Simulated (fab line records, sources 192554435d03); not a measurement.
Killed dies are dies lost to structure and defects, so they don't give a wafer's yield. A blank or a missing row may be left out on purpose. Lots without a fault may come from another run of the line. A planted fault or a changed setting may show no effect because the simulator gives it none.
Chamber matching | flow n5_finfet | N5_MOL_CONTACT_COAG_CONTACT_ETCH_14 on rie_diel-05: 4 sister chambers
The step etches SiO2 in C4F6/O2, target depth 27.5 nm, overetch 8.5 nm, time 20 s. 4 wafers are shown with their chamber, then 12 later ones without.

WAFERS WITH THEIR CHAMBER
wafer  | chamber | showerhead_plenum_p_Torr (Torr)
L083.3 | 0       | 2.97
L083.5 | 2       | 2.97
L084.4 | 1       | 2.95
L084.6 | 3       | 2.76

WAFERS WITHOUT THEIR CHAMBER
wafer  | showerhead_plenum_p_Torr (Torr)
L085.1 | 2.95
L085.2 | 2.75
L085.6 | 2.95
L088.1 | 2.97
L088.2 | 2.95
L088.3 | 2.75
L091.2 | 2.97
L091.3 | 2.95
L091.6 | 2.95
L092.2 | 2.94
L092.3 | 2.96
L092.4 | 2.96

WHICH CHAMBER EACH WENT THROUGH
wafer  | from the rows above          | in truth
L085.1 | 1                            | 1
L085.2 | 3                            | 3
L085.6 | 1                            | 1
L088.1 | can't be placed: 0 or 2      | 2
L088.2 | 1                            | 1
L088.3 | 3                            | 3
L091.2 | can't be placed: 0 or 2      | 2
L091.3 | 1                            | 1
L091.6 | 1                            | 1
L092.2 | 1                            | 1
L092.3 | can't be placed: 1 or 0 or 2 | 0
L092.4 | can't be placed: 1 or 0 or 2 | 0
Placed correctly: 8 of 12. Can't be placed from these rows: 4 (the true chamber is among the candidates in 4). Placed wrongly: 0.
How it was worked out, from the rows above alone: a wafer's distance from a chamber is the root of the sum, over the readings, of the square of ((its reading less the chamber's mean) divided by the reading's scatter). The wafer belongs to the nearest chamber; if the next one is less than 2 further off, it can't be placed. A chamber's mean is the mean of its shown wafers. The scatter: with one shown wafer a chamber, the root of the mean of the squares of how far each hidden wafer lies from its nearest shown one.
